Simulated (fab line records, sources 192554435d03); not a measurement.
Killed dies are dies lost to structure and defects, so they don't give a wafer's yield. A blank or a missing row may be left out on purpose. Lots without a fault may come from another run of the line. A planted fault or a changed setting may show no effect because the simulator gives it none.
Chamber matching | flow n5_finfet | N5_BEOL_M3_ETCH_70 on rie_diel-01: 4 sister chambers
The step etches SOC in N2/H2, target depth 80 nm, overetch 16 nm, time 120 s. 8 wafers are shown with their chamber, then 8 later ones without.

WAFERS WITH THEIR CHAMBER
wafer  | chamber | showerhead_plenum_p_Torr (Torr) | throttle_valve_pct (%)
L085.5 | 1       | 2.62                            | 18.14
L086.1 | 2       | 2.60                            | 18.03
L086.3 | 0       | 2.54                            | 18.07
L086.4 | 3       | 2.61                            | 17.49
L090.1 | 3       | 2.60                            | 17.48
L090.4 | 2       | 2.60                            | 18.03
L090.6 | 0       | 2.54                            | 18.10
L092.2 | 1       | 2.62                            | 18.16

WAFERS WITHOUT THEIR CHAMBER
wafer  | showerhead_plenum_p_Torr (Torr) | throttle_valve_pct (%)
L092.4 | 2.60                            | 18.04
L092.5 | 2.60                            | 18.03
L094.2 | 2.60                            | 18.05
L094.4 | 2.60                            | 17.50
L094.5 | 2.53                            | 18.11
L095.2 | 2.62                            | 18.16
L095.5 | 2.53                            | 18.13
L095.6 | 2.60                            | 18.05

WHICH CHAMBER EACH WENT THROUGH
wafer  | from the rows above | in truth
L092.4 | 2                   | 2
L092.5 | 2                   | 2
L094.2 | 2                   | 2
L094.4 | 3                   | 3
L094.5 | 0                   | 0
L095.2 | 1                   | 1
L095.5 | 0                   | 0
L095.6 | 2                   | 2
Placed correctly: 8 of 8. Can't be placed from these rows: 0. Placed wrongly: 0.
How it was worked out, from the rows above alone: a wafer's distance from a chamber is the root of the sum, over the readings, of the square of ((its reading less the chamber's mean) divided by the reading's scatter). The wafer belongs to the nearest chamber; if the next one is less than 2 further off, it can't be placed. A chamber's mean is the mean of its shown wafers. The scatter: the root of (the sum of the squares of (reading less its chamber's mean) over the shown wafers, divided by (wafers less chambers)).
